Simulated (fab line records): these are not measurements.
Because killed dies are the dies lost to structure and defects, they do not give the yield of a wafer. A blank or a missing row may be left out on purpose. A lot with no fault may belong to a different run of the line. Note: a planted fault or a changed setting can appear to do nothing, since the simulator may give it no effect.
fab line records ; flow n5_finfet
[record] lots = 6; wafers = 18; last_day = 16
route steps=1938 shown BEOL_M1@778 BEOL_M4@1111
lots with no fault: from the same line, run without faults
start_h: hours from the record's opening day to when the first of the lot's shown wafers began ; wait_h: time in hours since the lot's previous step ; " repeats the value in the row above ; L1.1+2: a row that stands for several wafers ; - no value present, or no start provided ; * or withheld: withheld ; < > ~ a bound
route shown NAME@n: a module of which the file shows steps, and the number in the route of the first ; usual: the fault-free wafers' mean and standard deviation ; same: alike in all rows ; chamber/n: place in a boat ; sites: each site's reading ; _std_site: standard deviation of those values ; _edge_site: outer sites' mean less inner sites' ; radius_mm: how far each site lies from the wafer's centre ; mask NAME#n: copy n ; behind: the last tool/chamber to shape the wafer ; hold: why the lot went on hold/how many hours it stayed there/how the hold came to an end ; device: names the non-switching transistor (n, p or np) ; end of line: the same wafers' tests at the end of the route ; a step given without rows: its recipe and nothing more ; killed: dies lost to structure and defects at the first sort, not the wafer's yield ; map: dies across one wafer; x = killed, . = not, _ = none there
set.NAME: the setting as run; set.NAME@STEP: as run at that earlier step ; model.NAME: the simulator's own value behind a step, which no gauge read
lots at some steps of the route; a table a step, a row a wafer
services: when a tool's chamber went out of use (start_h, in hours from the record's first day, below 0 if earlier), for how many hours, and the reason
[[steps]]
[step N5_BEOL_M1_COAT_68]
[recipe] resist = SiARC; temp_c = 220; time_s = 60; spin_rpm = 1500; resist_thk_nm = 12
[step N5_BEOL_M1_COAT_76]
[recipe] resist = underlayer; temp_c = 205; time_s = 60; spin_rpm = 1500; resist_thk_nm = 5
[step N5_BEOL_M1_COAT_22]
[recipe] resist = CAR-EUV; spin_rpm = 1500; resist_thk_nm = 30
[step N5_BEOL_M1_EBR_24]
[recipe] solvent = PGMEA; ebr_width_mm = 1.5
[step N5_BEOL_M1_SOFTBAKE_23]
[recipe] temp_c = 110; time_s = 60; resist = CAR-EUV
[step N5_BEOL_M1_EXPOSE_25]
[recipe] mask_id = V0; na = 0.33; source_shape = quasar; sigma_inner = 0.2; sigma_outer = 0.8; polarization = unpolarized; defocus_nm = 5; target_cd_nm = 24; dose_mj = 63
[step N5_BEOL_M1_PEB_26]
[recipe] peb_temp_c = 100; peb_time_s = 60; resist = CAR-EUV
[step N5_BEOL_M1_DEVELOP_27]
[recipe] develop_time_s = 30; developer = TMAH; resist = CAR-EUV; rinse_liquid = surfactant_rinse; dry = air_spin; dev_temp_c = 23
[step N5_BEOL_M1_CD_MEAS_28]
[recipe] landing_energy_ev = 500; detector = se_inlens; target_cd_y_nm = 23.3
[usual] cd_nm = 23.98/0.23
lot.wafer;tool;chamber;start_h;wait_h;cd_nm
L497.2;cd_sem-03;0;122.28;-;24.16
L497.4;cd_sem-03;0;122.28;-;23.44
L497.6;cd_sem-03;0;122.28;-;23.86
L498.1;cd_sem-02;0;136.84;-;23.92
L498.2;cd_sem-02;0;136.84;-;24.01
L498.4;cd_sem-02;0;136.84;-;24.27
L501.4;cd_sem-03;0;146.03;-;23.89
L501.5;cd_sem-03;0;146.03;-;23.98
L501.6;cd_sem-03;0;146.03;-;23.78
L504.1;cd_sem-03;0;177.80;-;23.91
L504.3;cd_sem-03;0;177.80;-;24.41
L504.6;cd_sem-03;0;177.80;-;24.23
L515.2;cd_sem-03;0;239.09;-;24.02
L515.3;cd_sem-03;0;239.09;-;24.13
L515.6;cd_sem-03;0;239.09;-;23.83
L516.3;cd_sem-02;0;243.61;-;23.40
L516.4;cd_sem-02;0;243.61;-;23.66
L516.6;cd_sem-02;0;243.61;-;23.87
[step N5_BEOL_M1_OVL_MEAS_29]
[recipe] points_per_wafer = 522
[usual] V0_OVL = 0.1/0.61
[same] points_per_wafer = 522
lot.wafer;tool;chamber;start_h;wait_h;V0_OVL[nm]
L497.2;overlay-02;0;122.32;0.0;-0.2
L497.4;overlay-02;0;122.32;0.0;-0.7
L497.6;overlay-02;0;122.32;0.0;0.2
L498.1;overlay-02;0;136.88;0.0;0.1
L498.2;overlay-02;0;136.88;0.0;0.4
L498.4;overlay-02;0;136.88;0.0;1.0
L501.4;overlay-02;0;146.07;0.0;-1.2
L501.5;overlay-02;0;146.07;0.0;-0.4
L501.6;overlay-02;0;146.07;0.0;-1.2
L504.1;overlay-02;0;177.83;0.0;0.2
L504.3;overlay-02;0;177.83;0.0;0.0
L504.6;overlay-02;0;177.83;0.0;0.7
L515.2;overlay-02;0;239.13;0.0;-0.7
L515.3;overlay-02;0;239.13;0.0;-0.4
L515.6;overlay-02;0;239.13;0.0;-0.2
L516.3;overlay-01;0;243.65;0.0;0.2
L516.4;overlay-01;0;243.65;0.0;0.0
L516.6;overlay-01;0;243.65;0.0;-0.2
[step N5_BEOL_M1_INSPECT_30]
[recipe] mode = adi; inspect_instrument = brightfield
[usual] raw_defect_count = 398/98
lot.wafer;tool;chamber;start_h;wait_h;raw_defect_count
L497.2;defect_inspect-01;-;122.37;0.0;349
L497.4;defect_inspect-01;-;122.37;0.0;302
L497.6;defect_inspect-01;-;122.37;0.0;319
L498.1;defect_inspect-01;-;136.93;0.1;548
L498.2;defect_inspect-01;-;136.93;0.1;518
L498.4;defect_inspect-01;-;136.93;0.1;460
L501.4;defect_inspect-02;-;146.11;0.0;286
L501.5;defect_inspect-02;-;146.11;0.0;361
L501.6;defect_inspect-02;-;146.11;0.0;311
L504.1;defect_inspect-01;-;177.89;0.1;530
L504.3;defect_inspect-01;-;177.89;0.1;518
L504.6;defect_inspect-01;-;177.89;0.1;519
L515.2;defect_inspect-02;-;239.18;0.0;525
L515.3;defect_inspect-02;-;239.18;0.0;592
L515.6;defect_inspect-02;-;239.18;0.0;447
L516.3;defect_inspect-01;-;243.70;0.0;602
L516.4;defect_inspect-01;-;243.70;0.0;401
L516.6;defect_inspect-01;-;243.70;0.0;513
[step N5_BEOL_M1_DESCUM_33]
[recipe] chemistry = O2; time_s = 7; source_power_w = 50; bias_power_w = 20; pressure_mtorr = 20; rf_frequency_hz = 2.712e+07; temp_c = 40; resist = CAR-EUV; o2_flow_sccm = 225
[usual] drypump_motor_current_A = 5.8/0.52; oes_product_au = 0.80/0.085; rf_vpp_V = 243.4/1.4; showerhead_plenum_p_Torr = 2.11/0.077; throttle_valve_pct = 20.44/0.19
lot.wafer;tool;chamber;start_h;wait_h;drypump_motor_current_A;oes_product_au;rf_hours_counter_h;rf_vpp_V;showerhead_plenum_p_Torr;throttle_valve_pct
L497.2;rie_diel-05;3;122.40;0.0;5.8;0.68;234;241.1;1.98;20.66
L497.4;rie_diel-05;0;122.40;0.0;5.7;0.70;242;241.9;2.07;20.40
L497.6;rie_diel-05;3;122.40;0.0;5.7;0.68;-;242.6;1.98;20.67
L498.1;rie_diel-02;3;137.26;0.3;6.5;0.67;248;243.6;2.16;20.51
L498.2;rie_diel-02;1;137.26;0.3;5.6;0.75;145;244.7;2.19;20.50
L498.4;rie_diel-02;2;137.26;0.3;5.1;0.81;-;242.2;2.03;20.31
L501.4;rie_diel-05;1;146.15;0.0;5.9;0.75;168;244.3;2.18;20.59
L501.5;rie_diel-05;1;146.15;0.0;5.9;0.76;-;244.7;2.18;20.59
L501.6;rie_diel-05;2;146.15;0.0;5.4;0.74;-;244.1;2.08;20.73
L504.1;rie_diel-05;0;177.92;0.0;5.6;1.00;1;243.1;2.06;20.07
L504.3;rie_diel-05;1;177.92;0.0;5.8;0.74;179;244.9;2.17;20.63
L504.6;rie_diel-05;2;177.92;0.0;5.4;0.73;-;242.7;2.08;20.75
L515.2;rie_diel-06;1;239.21;0.0;5.5;0.73;199;242.0;1.98;20.37
L515.3;rie_diel-06;0;239.21;0.0;5.7;0.83;59;243.8;2.11;20.05
L515.6;rie_diel-06;2;239.21;0.0;6.5;0.76;-;241.8;2.08;20.53
L516.3;rie_diel-06;1;243.73;0.0;5.5;0.72;200;242.2;1.98;20.36
L516.4;rie_diel-06;2;243.73;0.0;6.5;0.75;170;242.6;2.08;20.54
L516.6;rie_diel-06;1;243.73;0.0;5.5;0.72;-;242.0;1.98;20.39
[step N5_BEOL_M1_ETCH_77]
[recipe] chemistry = N2/H2; target = underlayer; target_depth_a = 65; mask_material = CAR-EUV; time_s = 5.2; ion_energy_ev = 200; pressure_mtorr = 30; source_w = 840; bias_w = 150; n2_flow_sccm = 200; h2_flow_sccm = 200; ends = cleared
[usual] drypump_motor_current_A = 5.8/0.52; etch_rf_on_time_s = 5.23/0.09; oes_product_au = 0.68/0.072; rf_fwd_power_W = 820.0/2.6; rf_vpp_V = 524.3/2.9; showerhead_plenum_p_Torr = 2.56/0.095; throttle_valve_pct = 17.90/0.23
lot.wafer;tool;chamber;start_h;wait_h;drypump_motor_current_A;etch_rf_on_time_s;oes_product_au;rf_fwd_power_W;rf_hours_counter_h;rf_vpp_V;showerhead_plenum_p_Torr;throttle_valve_pct
L497.2;rie_diel-05;3;122.44;0.0;5.8;5.24;0.58;822.6;234;518.4;2.40;18.14
L497.4;rie_diel-05;0;122.44;0.0;5.6;5.30;0.59;822.8;242;525.1;2.51;17.90
L497.6;rie_diel-05;3;122.44;0.0;5.8;5.22;0.58;823.8;-;518.8;2.40;18.16
L498.1;rie_diel-02;3;137.30;0.0;6.6;5.28;0.59;820.1;248;525.4;2.60;17.84
L498.2;rie_diel-02;1;137.30;0.0;5.6;5.33;0.63;819.9;145;525.9;2.66;18.05
L498.4;rie_diel-02;2;137.30;0.0;5.1;5.33;0.70;823.5;-;520.9;2.47;17.69
L501.4;rie_diel-05;1;146.18;0.0;5.8;6.53;0.57;615.3;168;577.2;2.65;18.09
L501.5;rie_diel-05;1;146.18;0.0;5.8;6.51;0.57;617.3;-;576.8;2.65;18.11
L501.6;rie_diel-05;2;146.18;0.0;5.4;6.45;0.57;621.0;-;571.2;2.54;18.24
L504.1;rie_diel-05;0;177.96;0.0;5.7;6.42;0.75;618.7;1;572.6;2.50;17.47
L504.3;rie_diel-05;1;177.96;0.0;5.9;6.59;0.56;615.1;179;576.9;2.64;18.12
L504.6;rie_diel-05;2;177.96;0.0;5.4;6.48;0.56;616.3;-;572.6;2.53;18.25
L515.2;rie_diel-06;1;239.25;0.0;5.5;5.32;0.62;821.3;199;521.3;2.42;17.98
L515.3;rie_diel-06;0;239.25;0.0;5.7;5.16;0.71;821.0;59;525.6;2.59;17.64
L515.6;rie_diel-06;2;239.25;0.0;6.5;5.29;0.64;818.4;-;524.8;2.53;17.85
L516.3;rie_diel-06;1;243.77;0.0;5.5;5.35;0.61;823.2;200;518.6;2.42;17.96
L516.4;rie_diel-06;2;243.77;0.0;6.5;5.26;0.65;824.7;170;524.6;2.53;17.85
L516.6;rie_diel-06;1;243.77;0.0;5.5;5.35;0.60;817.6;-;519.9;2.42;17.94
[step N5_BEOL_M1_ETCH_69]
[recipe] chemistry = CF4; target = SiARC; target_depth_a = 156; mask_material = CAR-EUV; time_s = 26; ion_energy_ev = 80; pressure_mtorr = 40; source_w = 545; bias_w = 36; Ar_flow_sccm = 100; cf4_flow_sccm = 100; ends = cleared
[usual] drypump_motor_current_A = 5.8/0.52; etch_rf_on_time_s = 25.9/0.49; oes_product_au = 0.69/0.072; rf_fwd_power_W = 532.7/2.4; rf_vpp_V = 184.2/1.2; showerhead_plenum_p_Torr = 2.16/0.075; throttle_valve_pct = 15.62/0.21
lot.wafer;tool;chamber;start_h;wait_h;drypump_motor_current_A;etch_rf_on_time_s;oes_product_au;rf_fwd_power_W;rf_hours_counter_h;rf_vpp_V;showerhead_plenum_p_Torr;throttle_valve_pct
L497.2;rie_diel-05;3;122.45;0.0;5.7;25.7;0.59;533.1;234;183.1;2.04;15.90
L497.4;rie_diel-05;0;122.45;0.0;5.7;25.8;0.60;533.6;242;182.6;2.11;15.61
L497.6;rie_diel-05;3;122.45;0.0;5.7;25.6;0.59;533.8;-;181.5;2.04;15.91
L498.1;rie_diel-02;3;137.31;0.0;6.6;26.8;0.58;536.8;248;185.4;2.19;15.70
L498.2;rie_diel-02;1;137.31;0.0;5.5;26.4;0.64;532.0;145;184.6;2.22;15.63
L498.4;rie_diel-02;2;137.31;0.0;5.1;26.7;0.69;531.8;-;183.7;2.08;15.46
L501.4;rie_diel-05;1;146.20;0.0;5.9;26.0;0.65;533.2;168;184.9;2.22;15.76
L501.5;rie_diel-05;1;146.20;0.0;5.9;26.2;0.65;531.6;-;185.3;2.22;15.73
L501.6;rie_diel-05;2;146.20;0.0;5.4;26.2;0.63;533.7;-;183.9;2.13;15.92
L504.1;rie_diel-05;0;177.98;0.0;5.6;25.4;0.85;532.7;1;183.6;2.11;15.15
L504.3;rie_diel-05;1;177.98;0.0;5.8;25.7;0.65;529.2;179;184.8;2.22;15.79
L504.6;rie_diel-05;2;177.98;0.0;5.4;25.6;0.63;534.1;-;183.5;2.13;15.94
L515.2;rie_diel-06;1;239.27;0.0;5.5;26.2;0.62;532.4;199;184.7;2.05;15.65
L515.3;rie_diel-06;0;239.27;0.0;5.7;25.5;0.71;532.9;59;183.7;2.17;15.31
L515.6;rie_diel-06;2;239.27;0.0;6.5;26.2;0.64;530.8;-;184.2;2.14;15.78
L516.3;rie_diel-06;1;243.78;0.0;5.5;26.8;0.61;532.6;200;182.5;2.05;15.66
L516.4;rie_diel-06;2;243.78;0.0;6.5;26.7;0.64;528.0;170;183.5;2.14;15.78
L516.6;rie_diel-06;1;243.78;0.0;5.5;26.9;0.61;533.1;-;182.1;2.05;15.66
[step N5_BEOL_M4_RC_MEAS_101]
[usual] DIBL_N = 36.3/1.2; DIBL_P = 36.7/1.5; IOFF_N = 0.164/0.02; IOFF_P = 0.214/0.024; ION_N = 673/8.5; ION_P = 461/5.9; SS_N = 71.6/0.44; SS_P = 73.3/0.55; VT_N = 249.4/2.4; VT_P = -250.0/2.3
lot.wafer;tool;chamber;start_h;wait_h;DIBL_N[mV/V];DIBL_P[mV/V];IOFF_N[nA/um];IOFF_P[nA/um];ION_N[uA/um];ION_P[uA/um];SS_N[mV/dec];SS_P[mV/dec];VT_N[mV];VT_P[mV]
L497.2;prober-01;0;158.24;0.2;35.1;35.1;0.145;0.184;670;460;71.3;73.2;251.1;-252.7
L497.4;prober-01;0;158.24;0.2;37.0;37.0;0.173;0.213;679;459;72.0;72.8;249.2;-248.5
L497.6;prober-01;0;158.24;0.2;33.9;33.9;0.127;0.173;668;459;71.4;72.7;253.1;-251.3
L498.1;prober-02;0;171.73;0.0;35.2;33.6;0.146;0.190;674;462;71.2;72.8;250.3;-249.2
L498.2;prober-02;0;171.73;0.0;36.0;34.6;0.151;0.207;660;462;71.9;73.1;250.2;-248.8
L498.4;prober-02;0;171.73;0.0;36.6;34.5;0.158;0.204;666;457;71.4;73.3;250.9;-249.3
L501.4;prober-01;0;189.46;0.5;33.7;33.1;0.113;0.149;659;450;71.1;72.2;256.6;-254.5
L501.5;prober-01;0;189.46;0.5;36.2;36.5;0.157;0.192;671;459;71.8;72.8;252.7;-252.7
L501.6;prober-01;0;189.46;0.5;36.8;36.6;0.163;0.192;671;454;71.8;73.9;252.7;-250.6
L504.1;prober-02;0;225.24;0.0;36.0;37.4;0.166;0.229;679;463;72.2;74.2;249.7;-249.9
L504.3;prober-02;0;225.24;0.0;35.3;35.4;0.146;0.194;658;452;71.1;73.0;253.7;-250.4
L504.6;prober-02;0;225.24;0.0;35.4;36.6;0.150;0.206;672;463;71.9;73.8;250.6;-251.1
L515.2;prober-01;0;281.12;0.2;35.2;37.4;0.164;0.210;682;464;71.4;72.5;247.2;-249.2
L515.3;prober-01;0;281.12;0.2;33.8;35.5;0.130;0.181;660;456;71.2;71.9;252.8;-249.8
L515.6;prober-01;0;281.12;0.2;34.3;36.2;0.150;0.189;668;453;71.1;72.4;249.9;-252.0
L516.3;prober-01;0;286.79;0.3;35.1;35.0;0.169;0.209;679;461;71.6;72.9;248.7;-251.1
L516.4;prober-01;0;286.79;0.3;34.8;35.3;0.159;0.197;676;460;71.4;73.4;249.4;-250.2
L516.6;prober-01;0;286.79;0.3;35.9;36.5;0.183;0.225;676;459;71.9;74.0;246.8;-248.9
[[services]]
tool;chamber;start_h;hours;kind
rie_diel-06;1;113.05;1.8;repair
rie_diel-02;2;113.09;5.5;repair
rie_diel-02;3;114.85;2.7;repair
rie_diel-02;0;118.74;-;clean
rie_diel-02;0;118.74;-;consumable_replace:focus_ring
rie_diel-02;0;118.74;-;consumable_replace:showerhead
rie_diel-02;0;118.74;18.6;scheduled_down
rie_diel-02;0;118.74;18.6;vent_cycle
rie_diel-05;0;134.07;5.7;repair
rie_diel-02;3;143.56;-;clean
rie_diel-02;3;143.56;-;consumable_replace:focus_ring
rie_diel-02;3;143.56;16.6;scheduled_down
rie_diel-02;3;143.56;16.6;vent_cycle
rie_diel-05;0;159.98;-;clean
rie_diel-05;0;159.98;-;consumable_replace:focus_ring
rie_diel-05;0;159.98;15.6;scheduled_down
rie_diel-05;0;159.98;15.6;vent_cycle
rie_diel-05;3;175.58;-;clean
rie_diel-05;3;175.58;-;consumable_replace:focus_ring
rie_diel-05;3;175.58;-;consumable_replace:showerhead
rie_diel-05;3;175.58;22.7;scheduled_down
rie_diel-05;3;175.58;22.7;vent_cycle
rie_diel-02;2;187.47;42.2;repair
rie_diel-05;-;197.43;0.5;repair
[[key]]
[first_sign] step = N5_BEOL_M1_ETCH_77; reading = rf_fwd_power_W; direction = down; sigmas = 79; usual = *; struck = *
[effect] step = N5_BEOL_M1_ETCH_77; reading = rf_vpp_V; direction = up; sigmas = 17; usual = 524.3; struck = 574.6
met_at N5_BEOL_M1_ETCH_77
struck_wafers L501.4,L501.5,L501.6,L504.1,L504.3,L504.6
onset_between 122.44 146.18
[fault] kind = process_parameter_drift; tool = rie_diel-05; chamber = -; onset_h = 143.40; steps = N5_BEOL_M1_ETCH_77; channel = source_w; offset = -201.6; shape = step; end_h = 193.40; acts_in = these_recipes_only; stated = 840
